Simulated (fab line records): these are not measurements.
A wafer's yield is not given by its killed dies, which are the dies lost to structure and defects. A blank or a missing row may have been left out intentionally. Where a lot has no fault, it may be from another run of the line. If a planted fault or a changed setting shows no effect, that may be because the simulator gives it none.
Matching of chambers	flow nand harc	NHARC_A_CHANNEL_FILL_D1_ALD_25 on ald hk-02: 4 sister chambers
The step deposits SiOx, target thk 60 nm, pulse time 10 s, ald cycles 600. 8 wafers are shown with their chamber, then 9 later ones without.

## WAFERS, EACH WITH ITS CHAMBER
wafer	chamber	heater power w (W)	precursor pulse height rel
L074.6	1	502	0.991
L082.2	0	413	0.976
L083.4	0	389	1.036
L083.5	3	462	1.020
L086.3	1	507	1.011
L088.3	2	491	1.014
L088.4	3	439	0.980
L088.6	2	504	0.964

## WAFERS MISSING THEIR CHAMBER
wafer	heater power w (W)	precursor pulse height rel
L092.4	413	0.961
L092.5	495	0.999
L092.6	501	1.014
L095.2	411	0.983
L095.5	490	0.988
L095.6	481	1.002
L097.1	498	0.978
L097.2	462	0.978
L097.5	493	1.017

## WHICH CHAMBER EACH ONE RAN IN
wafer	from the rows above	in truth
L092.4	can't be placed: 0 or 3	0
L092.5	can't be placed: 2 or 1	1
L092.6	can't be placed: 1 or 2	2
L095.2	0	0
L095.5	can't be placed: 2 or 1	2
L095.6	can't be placed: 2 or 1 or 3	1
L097.1	can't be placed: 2 or 1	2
L097.2	can't be placed: 3 or 2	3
L097.5	can't be placed: 2 or 1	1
Correctly placed: 1 of 9. Can't be placed from these rows: 8 (the true chamber is among the candidates in 8). Number placed wrongly: 0.
How it was worked out, from the rows above alone: a wafer's distance from a chamber is the root of the sum, over the readings, of the square of ((its reading less the chamber's mean) divided by the reading's scatter). If the next closest chamber is less than 2 further off than the closest, the wafer can't be placed; otherwise it belongs to the closest. The mean given for a chamber averages the wafers shown for that chamber. The scatter: the root of (the sum of the squares of (reading less its chamber's mean) over the shown wafers, divided by (wafers less chambers)).
